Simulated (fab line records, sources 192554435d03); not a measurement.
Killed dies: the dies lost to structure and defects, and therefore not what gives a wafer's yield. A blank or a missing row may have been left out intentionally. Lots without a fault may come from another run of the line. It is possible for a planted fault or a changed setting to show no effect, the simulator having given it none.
Split-lot trial | flow n5-finfet | route with 1938 steps; 7 lots, 39 wafers read

ABOUT THE SPLIT
At N5_BEOL_M3_TRENCH_ETCH_37 (etches SiOC in C4F6/O2, target depth 55.555 nm, time 29.2 s), the setting target-depth-a was moved away from the recipe's 555.55 angstrom on 6 of the 39 wafers read, by -53.8% to +37.1%. For the rest of the wafers, this setting stayed at what the recipe calls for.

FROM THE SPLIT TO THE READING: what the file shows between them, 2 steps
- N5_BEOL_M3_ETCH_41: etches SiCN in CH3F/O2, target depth 29.9 nm, time 52.5 s
- N5_BEOL_M3_STRIP_97: strips in N2/H2, time 10 s

THE READING
trench-depth-nm, in nm, at N5_BEOL_M3_OCD_MEAS_38. Fault-free wafers of this fab line usually give 55.6 nm, standard deviation 0.78 nm.

wafer  | tool, chamber at the split | target-depth-a as run, angstrom | against the recipe | trench-depth-nm, nm | against lot-mates on the recipe
L075.1 | rie-diel-05, 1             | 555.55                          | recipe             | 54.4                | -
L075.2 | rie-diel-05, 0             | 555.55                          | recipe             | 55.5                | -
L075.3 | rie-diel-05, 2             | 555.55                          | recipe             | 56.5                | -
L075.4 | rie-diel-05, 3             | 555.55                          | recipe             | 54.6                | -
L075.5 | rie-diel-05, 2             | 555.55                          | recipe             | 56.0                | -
L075.6 | rie-diel-05, 3             | 555.55                          | recipe             | 54.9                | -
L076.1 | rie-diel-05, 2             | 256.6                           | -53.8%             | 26.4                | -28.5
L076.2 | rie-diel-05, 1             | 555.55                          | recipe             | 54.5                | -
L076.3 | rie-diel-05, 3             | 555.55                          | recipe             | 55.1                | -
L076.4 | rie-diel-05, 0             | 256.6                           | -53.8%             | 25.4                | -29.5
L076.5 | rie-diel-05, 0             | 555.55                          | recipe             | 55.2                | -
L076.6 | rie-diel-05, 1             | 256.6                           | -53.8%             | 25.2                | -29.7
L079.4 | rie-diel-04, 3             | 555.55                          | recipe             | 55.3                | -
L079.5 | rie-diel-04, 0             | 555.55                          | recipe             | 55.2                | -
L079.6 | rie-diel-04, 1             | 555.55                          | recipe             | 55.8                | -
L086.1 | rie-diel-04, 1             | 555.55                          | recipe             | 56.0                | -
L086.2 | rie-diel-04, 2             | 555.55                          | recipe             | 53.1                | -
L086.3 | rie-diel-04, 0             | 555.55                          | recipe             | 54.4                | -
L086.4 | rie-diel-04, 3             | 555.55                          | recipe             | 55.2                | -
L086.5 | rie-diel-04, 2             | 555.55                          | recipe             | 54.0                | -
L086.6 | rie-diel-04, 3             | 555.55                          | recipe             | 54.9                | -
L088.1 | rie-diel-04, 0             | 555.55                          | recipe             | 55.5                | -
L088.2 | rie-diel-04, 3             | 555.55                          | recipe             | 55.5                | -
L088.3 | rie-diel-04, 1             | 555.55                          | recipe             | 56.4                | -
L088.4 | rie-diel-04, 2             | 555.55                          | recipe             | 54.9                | -
L088.5 | rie-diel-04, 3             | 555.55                          | recipe             | 55.6                | -
L088.6 | rie-diel-04, 2             | 555.55                          | recipe             | 55.4                | -
L092.1 | rie-diel-03, 0             | 555.55                          | recipe             | 56.9                | -
L092.2 | rie-diel-03, 3             | 555.55                          | recipe             | 57.6                | -
L092.3 | rie-diel-03, 2             | 555.55                          | recipe             | 55.9                | -
L092.4 | rie-diel-03, 1             | 555.55                          | recipe             | 55.6                | -
L092.5 | rie-diel-03, 1             | 555.55                          | recipe             | 55.9                | -
L092.6 | rie-diel-03, 0             | 555.55                          | recipe             | 56.5                | -
L096.1 | rie-diel-05, 3             | 761.7                           | +37.1%             | 75.3                | +19.2
L096.2 | rie-diel-05, 0             | 555.55                          | recipe             | 56.4                | -
L096.3 | rie-diel-05, 2             | 761.7                           | +37.1%             | 78.3                | +22.2
L096.4 | rie-diel-05, 1             | 761.7                           | +37.1%             | 76.2                | +20.1
L096.5 | rie-diel-05, 3             | 555.55                          | recipe             | 55.3                | -
L096.6 | rie-diel-05, 0             | 555.55                          | recipe             | 56.5                | -

FIT RESULTS
A straight line over all 39 wafers: trench-depth-nm changes by +0.559 nm for each +1% of target-depth-a; r = +1.00; the points scatter about the line by 0.93 nm.
The same after taking each lot's own level away (the mean of its wafers on the recipe; 39 wafers): +0.547 nm for each +1%; r = +1.00; scatter 0.73 nm.
According to that fit, moving target-depth-a by its largest amount changes the reading by 29 nm.
From 54.60 to 56.40 nm: that is the span of the lots' own levels, equal to 2.3 times the standard deviation above.
So the lot-to-lot level changes the slope little: the two slopes agree.
Check: for one of the wafers moved furthest among these (-53.8%), held out of the fit, the line's prediction against its lot-mates is -29.7 nm. Against them it came out at -28.5 nm.

THE WHOLE CHAIN: every reading that the file lists as answering this split, in the file's order
step                      | what it does                                                | reading                                                                          | change (the file's fit)               | r (the file's)
N5_BEOL_M3_TRENCH_ETCH_37 | etches SiOC in C4F6/O2, target depth 55.555 nm, time 29.2 s | etch.depth-nm (the simulator's own value, which no gauge read)                   | +0.548 nm for each +1% of the setting | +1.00
N5_BEOL_M3_TRENCH_ETCH_37 | etches SiOC in C4F6/O2, target depth 55.555 nm, time 29.2 s | BEOL_M3.feature-depth-nm (the simulator's own value, which no gauge read)        | +0.547 nm for each +1% of the setting | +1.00
N5_BEOL_M3_TRENCH_ETCH_37 | etches SiOC in C4F6/O2, target depth 55.555 nm, time 29.2 s | TiN_of_BEOL_M3_HM_DEP_02.thk-nm (the simulator's own value, which no gauge read) | -0.026 nm for each +1% of the setting | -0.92
N5_BEOL_M3_OCD_MEAS_38    |                                                             | trench-depth-nm                                                                  | +0.546 nm for each +1% of the setting | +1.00

THE FILE'S OWN FIT
trench-depth-nm changes by +0.546 nm for each +1% of target-depth-a, r = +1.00.
